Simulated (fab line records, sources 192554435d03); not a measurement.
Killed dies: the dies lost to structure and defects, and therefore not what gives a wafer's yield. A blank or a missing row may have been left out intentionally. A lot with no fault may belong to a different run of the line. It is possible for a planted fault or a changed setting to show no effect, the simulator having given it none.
Problem report, 8D (eight disciplines) form, completed by code + flow n5-finfet + the parts of the form that need people (team, actions taken, sign-off) are left out

## 1. WHAT IS WRONG
At N5_BEOL_M6_CVD_78, run-length-s averages 217.0 s over 4 wafers from 3 lots, while fault-free wafers read 165.4 s, standard deviation 0.43. That is +99 or more standard deviations from the usual mean.
The step: deposits Co from CCTBA/H2, target thk 2 nm, time 142.3 s.
Seen first at day 10 08:35 on cvd-co-01, wafer L388.3. Wafers with a number at this step in the record: 33, from 12 lots. Rule for "out" (also "out of limits"): further than 4 standard deviations from the usual mean. All remaining wafers that have a number are taken as sound.

## 2. WHAT IT IS AND WHAT IT IS NOT
| question                    | is                             | is not                                                                                                   |
|-----------------------------|--------------------------------|----------------------------------------------------------------------------------------------------------|
| which readings at this step | run-length-s                   | -                                                                                                        |
| which lots                  | L388, L389, L392               | L382, L386, L387, L397, L398, L401, L402, L403, L405                                                     |
| which wafers of those lots  | L388.3, L389.3, L392.2, L392.3 | L388.5, L389.1                                                                                           |
| read on which tools         | cvd-co-01                      | cvd-co-02                                                                                                |
| when                        | from day 10 08:35              | up to then (10 sound wafers); but 19 sound wafers of L389, L397, L398, L401, L402, L403, L405 came after |

## 3. THE SUSPECTS, EACH WITH WHAT RULES IT OUT
Counting: if a tool at a process step up to the reading ran every lot that is out, it stays a suspect. Sound lots after the first of them don't rule it out here, since some wafers of a struck lot are sound.
- cvd-co-01 at N5_BEOL_M6_CVD_78 (deposits Co from CCTBA/H2, target thk 2 nm, time 142.3 s): kept. It processed each lot that is out (first: L388, day 10 08:35); up to then, its last sound lot is L387 (day 9 20:17). On those wafers its own readings are out: run-length-s.
The count leaves cvd-co-01 at N5_BEOL_M6_CVD_78.

## 4. THE CAUSE (what the simulator had put in)
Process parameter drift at N5_BEOL_M6_CVD_78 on cvd-co-01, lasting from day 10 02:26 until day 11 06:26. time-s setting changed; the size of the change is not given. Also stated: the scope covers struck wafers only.
Only this tool survived the counting.

## 5. THE CHAIN OF EFFECTS, in route order
Each row: a reading whose mean over the struck wafers that have a number lies more than 3 standard deviations from the usual. Only readings whose record carries a usual standard deviation are examined. hours: median over the lots of the time between each lot's start at the first step of this table that gives one and its start at this step. sigmas: the change, counted in usual standard deviations.
| hours | step              | reading      | usual   | on struck wafers | change | sigmas      |
|-------|-------------------|--------------|---------|------------------|--------|-------------|
| 0     | N5_BEOL_M6_CVD_78 | run-length-s | 165.4 s | 217.0            | +51.6  | +99 or more |
Its process steps:
- N5_BEOL_M6_CVD_78: deposits Co from CCTBA/H2, target thk 2 nm, time 142.3 s.

## 6. WHAT WOULD HAVE CAUGHT IT SOONER
In this record no reading fell out of limits until day 10 08:35, 6 hours after the fault had begun at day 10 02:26.
